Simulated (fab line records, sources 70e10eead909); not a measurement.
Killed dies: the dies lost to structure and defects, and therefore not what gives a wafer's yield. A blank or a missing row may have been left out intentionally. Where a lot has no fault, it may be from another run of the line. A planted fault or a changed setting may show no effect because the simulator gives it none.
Struck lot and sound lot, side by side | flow nand harc | 14 out of 1159 route steps
Sound: wafers L831.1, L831.4, L831.5. Struck: wafer L836.2 (left out: L836.3, L836.4 of the same lot, which were not struck); the cause appears at the end.
At each step with rows: each side's tool, then ch and its chambers, then its first start. Under that, the readings that differ: sound wafers | struck wafers | difference of the means | sigmas: that difference in standard deviations of wafers without a fault.
alike: same words and numbers on both sides, and readings whose means sit less than 2 such deviations apart. not compared: any withheld reading, any reading some wafer has no value for, any bound like >300 that may hide the same value, and any number with overlapping values for which the record gives no deviation.
A row with sigmas, a row that says differs or no value, or rows on one side alone: a step with any of these is where the two part. Non-overlapping numbers with no deviation appear without sigmas and do not part them. A reading that every wafer of one side lacks parts them only if that side has two wafers or more.

first, 10 steps without rows for these wafers: NHARC_A_STAIRCASE_SRD_241; NHARC_A_STAIRCASE_DEHYDRATE_242 (time 120 s); NHARC_A_STAIRCASE_HMDS_243 (time 30 s); NHARC_A_STAIRCASE_COAT_244; NHARC_A_STAIRCASE_SOFTBAKE_245 (time 170 s); NHARC_A_STAIRCASE_EBR_246; NHARC_A_STAIRCASE_EXPOSE_247 (exposes mask SDS 1); NHARC_A_STAIRCASE_PEB_248 (peb time 130 s); NHARC_A_STAIRCASE_DEVELOP_249 (time 140 s); NHARC_A_STAIRCASE_HARDBAKE_251 (time 140 s).
NHARC_A_STAIRCASE_DESCUM_252: chemistry O2, time 3 s.
  sound on rie diel-10 ch 1,2,3, day 12 08:31; struck on rie diel-10 ch 2, day 14 02:09
  reading             | sound             | struck | difference | sigmas
  o2 flow sccm (sccm) | 199.1 200.1 200.1 | 201.1  | +1.3       | +2
  rf vpp V (V)        | 58.9 58.6 58.5    | 56.9   | -1.8       | -2
  alike: drypump motor current A, oes product au, showerhead plenum p Torr, throttle valve pct
  not compared: rf hours counter h
NHARC_A_STAIRCASE_ETCH_253: etches the open film in C4F8/O2, target depth 50 nm, time 20.2 s.
  sound on rie diel-10 ch 0,3, day 12 08:39; struck on rie diel-10 ch 2, day 14 02:14
  reading          | sound          | struck | difference | sigmas
  run length s (s) | 41.7 41.7 41.7 | 40.2   | -1.5       | -4
  alike: oes product au, rf vpp V
  not compared: rf hours counter h
NHARC_A_STAIRCASE_STRIP_254: strips in O2.
  sound on plasma asher-01 ch 0,1, day 12 08:47; struck on plasma asher-01 ch 0, day 14 02:20
  alike: drypump motor current A, heater power w
  not compared: rf hours counter h
-- the record jumps here: 8 days lie between the struck wafers' starts before and after (it left off in module A_STAIRCASE and takes up again in module END, whose first step shown is number 1159 of the route) --
NHARC_END_SORT_01:
  sound on prober-02 ch 0, day 20 01:40; struck on prober-01 ch 0, day 21 18:16
  reading             | sound | struck | difference | sigmas
  killed at periphery | 3 4 5 | 10     | +6         | +3
  killed short        | 0 3 3 | 6      | +4         | +3
  alike: killed at array, killed at other, killed dies, killed open

## WHERE THEY PART
At NHARC_A_STAIRCASE_DESCUM_252 first; at NHARC_END_SORT_01 last (within this record only).

WHY: what had been put in by the simulator
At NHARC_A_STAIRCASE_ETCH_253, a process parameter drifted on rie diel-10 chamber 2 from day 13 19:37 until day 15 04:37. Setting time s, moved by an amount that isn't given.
